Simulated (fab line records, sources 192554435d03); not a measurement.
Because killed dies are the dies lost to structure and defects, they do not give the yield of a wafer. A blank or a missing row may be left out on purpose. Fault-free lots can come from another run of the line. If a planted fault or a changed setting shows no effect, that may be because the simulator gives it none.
Lot-split experiment / flow n5Finfet / 7 lots, 21 wafers read, on a route of 1938 steps

ABOUT THE SPLIT
At N5_BEOL_M14_SPUTTER_43 (material TaN, target thk 15 nm, time 24.19 s), the setting powerW was moved away from the recipe's 15000 W on 7 of the 21 wafers read, by -9.2% to +13.9%. This setting was run at the recipe's value on the other wafers.

Reading taken at the split's own step.

THE READING
TaN_of_BEOL_M14_SPUTTER_43.thkNm (the simulator's own value, which no gauge read), in nm, at N5_BEOL_M14_SPUTTER_43 (material TaN, target thk 15 nm, time 24.19 s). The file gives no usual value for it. Across the 14 wafers here that went through the recipe, the average is 14.9 nm and the standard deviation 0.13 nm.

wafer=L077.3; tool, chamber at the split=pvdSputter-01, -; powerW as run, W=15000; against the recipe=recipe; TaN_of_BEOL_M14_SPUTTER_43.thkNm, nm=15; against lot-mates on the recipe=-
wafer=L077.4; tool, chamber at the split=pvdSputter-01, -; powerW as run, W=15000; against the recipe=recipe; TaN_of_BEOL_M14_SPUTTER_43.thkNm, nm=15; against lot-mates on the recipe=-
wafer=L077.5; tool, chamber at the split=pvdSputter-01, -; powerW as run, W=15000; against the recipe=recipe; TaN_of_BEOL_M14_SPUTTER_43.thkNm, nm=15; against lot-mates on the recipe=-
wafer=L079.3; tool, chamber at the split=pvdSputter-01, -; powerW as run, W=15000; against the recipe=recipe; TaN_of_BEOL_M14_SPUTTER_43.thkNm, nm=15.2; against lot-mates on the recipe=-
wafer=L079.5; tool, chamber at the split=pvdSputter-01, -; powerW as run, W=15000; against the recipe=recipe; TaN_of_BEOL_M14_SPUTTER_43.thkNm, nm=15; against lot-mates on the recipe=-
wafer=L079.6; tool, chamber at the split=pvdSputter-01, -; powerW as run, W=15000; against the recipe=recipe; TaN_of_BEOL_M14_SPUTTER_43.thkNm, nm=15; against lot-mates on the recipe=-
wafer=L082.4; tool, chamber at the split=pvdSputter-03, -; powerW as run, W=15000; against the recipe=recipe; TaN_of_BEOL_M14_SPUTTER_43.thkNm, nm=14.8; against lot-mates on the recipe=-
wafer=L082.5; tool, chamber at the split=pvdSputter-03, -; powerW as run, W=15000; against the recipe=recipe; TaN_of_BEOL_M14_SPUTTER_43.thkNm, nm=14.8; against lot-mates on the recipe=-
wafer=L082.6; tool, chamber at the split=pvdSputter-03, -; powerW as run, W=15000; against the recipe=recipe; TaN_of_BEOL_M14_SPUTTER_43.thkNm, nm=14.8; against lot-mates on the recipe=-
wafer=L091.3; tool, chamber at the split=pvdSputter-03, -; powerW as run, W=17090; against the recipe=+13.9%; TaN_of_BEOL_M14_SPUTTER_43.thkNm, nm=17; against lot-mates on the recipe=+2.2
wafer=L091.5; tool, chamber at the split=pvdSputter-03, -; powerW as run, W=17090; against the recipe=+13.9%; TaN_of_BEOL_M14_SPUTTER_43.thkNm, nm=17; against lot-mates on the recipe=+2.2
wafer=L091.4; tool, chamber at the split=pvdSputter-03, -; powerW as run, W=15000; against the recipe=recipe; TaN_of_BEOL_M14_SPUTTER_43.thkNm, nm=14.8; against lot-mates on the recipe=-
wafer=L093.1; tool, chamber at the split=pvdSputter-01, -; powerW as run, W=13620; against the recipe=-9.2%; TaN_of_BEOL_M14_SPUTTER_43.thkNm, nm=13.4; against lot-mates on the recipe=-1.4
wafer=L093.2; tool, chamber at the split=pvdSputter-01, -; powerW as run, W=15000; against the recipe=recipe; TaN_of_BEOL_M14_SPUTTER_43.thkNm, nm=14.8; against lot-mates on the recipe=-
wafer=L093.4; tool, chamber at the split=pvdSputter-01, -; powerW as run, W=13620; against the recipe=-9.2%; TaN_of_BEOL_M14_SPUTTER_43.thkNm, nm=13.6; against lot-mates on the recipe=-1.2
wafer=L095.2; tool, chamber at the split=pvdSputter-03, -; powerW as run, W=15000; against the recipe=recipe; TaN_of_BEOL_M14_SPUTTER_43.thkNm, nm=14.8; against lot-mates on the recipe=-
wafer=L095.5; tool, chamber at the split=pvdSputter-03, -; powerW as run, W=15000; against the recipe=recipe; TaN_of_BEOL_M14_SPUTTER_43.thkNm, nm=14.8; against lot-mates on the recipe=-
wafer=L095.6; tool, chamber at the split=pvdSputter-03, -; powerW as run, W=15000; against the recipe=recipe; TaN_of_BEOL_M14_SPUTTER_43.thkNm, nm=14.8; against lot-mates on the recipe=-
wafer=L094.2; tool, chamber at the split=pvdSputter-01, -; powerW as run, W=15690; against the recipe=+4.6%; TaN_of_BEOL_M14_SPUTTER_43.thkNm, nm=15.8; against lot-mates on the recipe=no lot-mate on the recipe
wafer=L094.4; tool, chamber at the split=pvdSputter-01, -; powerW as run, W=15690; against the recipe=+4.6%; TaN_of_BEOL_M14_SPUTTER_43.thkNm, nm=15.8; against lot-mates on the recipe=no lot-mate on the recipe
wafer=L094.6; tool, chamber at the split=pvdSputter-01, -; powerW as run, W=15690; against the recipe=+4.6%; TaN_of_BEOL_M14_SPUTTER_43.thkNm, nm=15.8; against lot-mates on the recipe=no lot-mate on the recipe

THE FIT
A straight line over all 21 wafers: TaN_of_BEOL_M14_SPUTTER_43.thkNm changes by +0.155 nm for each +1% of powerW; r = +0.99; the points scatter about the line by 0.13 nm.
The same after taking each lot's own level away (the mean of its wafers on the recipe; 18 wafers): +0.153 nm for each +1%; r = +1.00; scatter 0.067 nm.
According to that fit, moving powerW by its largest amount changes the reading by 2.1 nm.
Across the lots, their own levels run from 14.80 to 15.07 nm, a range of 2.1 times the standard deviation given above.
Hence the lot-to-lot level has little effect on the slope; both slopes agree.
Check: for one of the wafers moved furthest among these (+13.9%), held out of the fit, the line's prediction against its lot-mates is +2.11 nm. Against them it came out at +2.2 nm.

OTHER SPLITS ON THESE WAFERS
Other splits were also applied to these wafers ahead of the reading. Each is held against what the fit with the lots' levels taken away leaves over:
other split on the same wafers=N5_BEOL_M10_COAT_63 spinRpm; wafers away from the commonest value=6; r with TaN_of_BEOL_M14_SPUTTER_43.thkNm (lot level and that fit taken away)=-0.17
other split on the same wafers=N5_BEOL_M10_COAT_64 spinRpm; wafers away from the commonest value=10; r with TaN_of_BEOL_M14_SPUTTER_43.thkNm (lot level and that fit taken away)=+0.12
other split on the same wafers=N5_BEOL_M11_COAT_22 spinRpm; wafers away from the commonest value=10; r with TaN_of_BEOL_M14_SPUTTER_43.thkNm (lot level and that fit taken away)=-0.11
other split on the same wafers=N5_BEOL_M11_ETCH_66 timeS; wafers away from the commonest value=6; r with TaN_of_BEOL_M14_SPUTTER_43.thkNm (lot level and that fit taken away)=-0.16
other split on the same wafers=N5_BEOL_M12_COAT_04 spinRpm; wafers away from the commonest value=7; r with TaN_of_BEOL_M14_SPUTTER_43.thkNm (lot level and that fit taken away)=-0.01
other split on the same wafers=N5_BEOL_M14_EXPOSE_07 doseMj; wafers away from the commonest value=10; r with TaN_of_BEOL_M14_SPUTTER_43.thkNm (lot level and that fit taken away)=-0.10
other split on the same wafers=N5_BEOL_M14_PEB_08 pebTempC; wafers away from the commonest value=6; r with TaN_of_BEOL_M14_SPUTTER_43.thkNm (lot level and that fit taken away)=+0.25

THE FILE'S OWN FIT
TaN_of_BEOL_M14_SPUTTER_43.thkNm changes by +0.153 nm for each +1% of powerW, r = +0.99.
